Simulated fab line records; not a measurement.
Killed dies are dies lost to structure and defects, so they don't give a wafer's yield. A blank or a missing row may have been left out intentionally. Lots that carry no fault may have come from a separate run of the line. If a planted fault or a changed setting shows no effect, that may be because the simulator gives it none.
Which tool did it? | flow nand-harc | 14 lots with 42 wafers sampled at 6 steps, on a route of 1159 steps

## WHAT THE GAUGES READ, wafer by wafer
NHARC_A_START_INSPECT_01.
lot  | measured     | on                | raw-defect-count
L365 | day 6 23:23  | defect-inspect-02 | 7 5 3
L367 | day 7 09:15  | defect-inspect-02 | 5 3 3
L370 | day 7 19:24  | defect-inspect-01 | 5 4 4
L372 | day 8 04:01  | defect-inspect-01 | 6 3 7
L373 | day 8 15:28  | defect-inspect-02 | 5 2 2
L379 | day 9 19:23  | defect-inspect-01 | 1 6 3
L380 | day 10 18:19 | defect-inspect-01 | 2 6 3
L382 | day 10 19:09 | defect-inspect-02 | 4 5 2
L381 | day 10 19:38 | defect-inspect-01 | 3 2 4
L384 | day 11 03:10 | defect-inspect-01 | 1 3 2
L383 | day 11 03:27 | defect-inspect-01 | 1 3 7
L385 | day 11 10:19 | defect-inspect-02 | 5 5 4
L387 | day 12 01:01 | defect-inspect-01 | 0 2 6
L388 | day 12 05:04 | defect-inspect-01 | 2 7 5

NHARC_A_ZERO_WELL_INSPECT_17.
lot  | measured     | on                | raw-defect-count
L365 | day 7 01:43  | defect-inspect-01 | 15 33 17
L367 | day 7 11:35  | defect-inspect-01 | 10 5 8
L370 | day 7 21:52  | defect-inspect-02 | 21 16 12
L372 | day 8 06:23  | defect-inspect-01 | 24 12 21
L373 | day 8 17:40  | defect-inspect-02 | 3 10 3
L379 | day 9 21:36  | defect-inspect-01 | 4 3 9
L380 | day 10 20:41 | defect-inspect-02 | 10 14 11
L382 | day 10 21:37 | defect-inspect-02 | 16 9 7
L381 | day 10 22:06 | defect-inspect-01 | 6 7 4
L384 | day 11 05:33 | defect-inspect-02 | 22 10 19
L383 | day 11 05:47 | defect-inspect-02 | 6 2 7
L385 | day 11 12:37 | defect-inspect-02 | 20 19 16
L387 | day 12 05:30 | defect-inspect-02 | 13 12 23
L388 | day 12 07:22 | defect-inspect-02 | 6 12 9

NHARC_A_ONON_D1_THK_MEAS_30: measures by ellipsometry.
lot  | measured     | on            | thk-nm (nm)
L365 | day 8 12:26  | film-metro-01 | 1004 1002 1002
L367 | day 8 23:05  | film-metro-01 | 1017 1016 1016
L370 | day 9 09:14  | film-metro-01 | 989 988 988
L372 | day 9 14:17  | film-metro-02 | 988 986 985
L373 | day 10 02:18 | film-metro-01 | 993 991 992
L379 | day 11 20:32 | film-metro-01 | 698 697 698 697 698 698
L380 | day 12 06:15 | film-metro-02 | 695 696 694 695 697 697
L382 | day 12 06:23 | film-metro-01 | 1011 1009 1012
L381 | day 12 06:31 | film-metro-02 | 987 989 986
L384 | day 12 13:44 | film-metro-02 | 1006 1005 1007
L383 | day 12 13:44 | film-metro-01 | 996 996 995
L385 | day 13 00:14 | film-metro-01 | 994 993 994
L387 | day 13 11:13 | film-metro-02 | 994 993 994
L388 | day 13 16:22 | film-metro-02 | 1011 1012 1011

NHARC_A_CHANNEL_HOLE_D1_OVL_MEAS_11.
lot  | measured     | on         | overlay-x-nm (nm) | overlay-y-nm (nm)
L365 | day 8 18:20  | overlay-01 | 0.9 1.1 0.9       | 0.0 0.0 0.0
L367 | day 9 03:01  | overlay-01 | -0.9 -0.7 -1.1    | -0.3 -0.5 -0.7
L370 | day 9 12:34  | overlay-01 | -0.3 -0.3 -0.2    | -0.9 -1.5 -1.2
L372 | day 9 17:56  | overlay-01 | -0.1 0.2 0.5      | 0.0 0.0 0.1
L373 | day 10 05:31 | overlay-02 | 0.2 0.0 -0.2      | 0.0 -0.6 -1.0
L382 | day 12 11:06 | overlay-01 | -0.2 0.2 -0.1     | -1.0 -0.4 -0.8
L381 | day 12 11:15 | overlay-02 | -0.9 -0.6 -0.7    | 1.0 0.1 0.8
L384 | day 12 17:05 | overlay-02 | 0.3 0.1 0.3       | 0.7 1.0 0.7
L383 | day 12 17:14 | overlay-01 | 0.0 0.3 0.1       | -1.0 -1.1 -1.2
L385 | day 13 03:44 | overlay-02 | -1.6 -1.5 -1.9    | 0.4 0.1 -0.3
L387 | day 13 14:54 | overlay-02 | 0.6 0.4 0.8       | -1.5 -1.7 -1.6
L388 | day 13 22:08 | overlay-02 | -0.6 -0.5 -0.3    | -0.9 -0.9 -1.2

NHARC_END_SORT_01.
lot  | measured     | on        | killed-at-array | killed-at-other | killed-at-periphery | killed-dies | killed-open | killed-short
L370 | day 20 19:42 | prober-01 | 40 32 25        | 2 1 4           | 2 6 5               | 44 39 34    | 3 5 2       | 2 2 2
L372 | day 21 05:08 | prober-01 | 20 15 15        | 0 0 1           | 5 3 1               | 25 18 17    | 3 3 3       | 6 0 4
L373 | day 21 22:07 | prober-01 | 19 26 19        | 0 0 0           | 4 6 5               | 23 32 24    | 1 4 2       | 0 1 2
L379 | day 23 05:50 | prober-01 | 671 669 671     | 3 2 3           | 3 6 3               | 677 677 677 | 2 3 2       | 2 4 2
L380 | day 24 19:32 | prober-01 | 675 673 673     | 2 1 0           | 0 3 4               | 677 677 677 | 2 1 5       | 3 3 4
L381 | day 23 21:04 | prober-02 | 40 39 36        | 0 0 0           | 7 5 1               | 47 44 37    | 3 3 3       | 4 4 1

## WHICH TOOL RAN EACH LOT (tool, then ch and the chambers of the sampled wafers, then the start)
lot  | NHARC_A_ONON_D1_DEP_28
L365 | pecvd-onon-02 ch 0, day 8 12:06
L367 | pecvd-onon-02 ch 0, day 8 22:34
L370 | pecvd-onon-04 ch 0, day 9 08:44
L372 | pecvd-onon-04 ch 0, day 9 13:53
L373 | pecvd-onon-02 ch 0, day 10 01:47
L379 | pecvd-onon-02 ch 0, day 11 20:12
L380 | pecvd-onon-02 ch 0, day 12 05:44
L382 | pecvd-onon-01 ch 0, day 12 05:56
L381 | pecvd-onon-04 ch 0, day 12 06:04
L384 | pecvd-onon-04 ch 0, day 12 13:12
L383 | pecvd-onon-01 ch 0, day 12 13:17
L385 | pecvd-onon-01 ch 0, day 12 23:44
L387 | pecvd-onon-04 ch 0, day 13 10:45
L388 | pecvd-onon-04 ch 0, day 13 15:52
- NHARC_A_ONON_D1_DEP_28: target thk 1000 nm.

## AS READ BY THE TOOLS THEMSELVES (means over the sampled wafers that have a number; for cases with no such wafer, the mark the record gives instead)
The record holds no such reading with a usual standard deviation.

## THE ANSWER, worked out from the rows above alone
Rule: what is usual is taken from the lots themselves. Put in order of their means at a reading, lots are off if they are a third of the lots or fewer, leave a main group of 4 or more, and stand apart from it by a gap of 3 or more times the standard deviation of the main group's means; of several such gaps the widest counts. Not used: any main group whose means are identical at the precision the tables above print for the reading. A lot without any number at a reading at which 4 lots or more have one is off too. Any other lot the step has rows for is counted as sound. Order of review: gauges by route order, followed by the tools' own readings, for which a lot's mean as printed above is used. The first step at which some lot is off is used, and at that step the reading that is off furthest; a lot without a number counts as furthest.
Off at NHARC_A_ONON_D1_THK_MEAS_30 (thk-nm): L379, L380. The main group: mean 999 nm, standard deviation 9.9.
A tool fits if, at a process step before that reading, it ran every lot that is off, and no sound lot after the first of them. The gauges at NHARC_A_ONON_D1_THK_MEAS_30 aren't tried: what is off there is off at NHARC_END_SORT_01 too, on other tools, and a gauge's error can't cause that. One fits: pecvd-onon-02 at NHARC_A_ONON_D1_DEP_28. Its last sound lot is L373 (day 10 01:47), its first lot that is off L379 (day 11 20:12): a fault that began between those two fits.

## WHAT THE SIMULATOR HAD PUT IN
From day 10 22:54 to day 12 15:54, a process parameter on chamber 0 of pecvd-onon-02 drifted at NHARC_A_ONON_D1_DEP_28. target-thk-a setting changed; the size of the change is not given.
Shown lots that were struck: L379, L380. The rule given above showed the same thing.
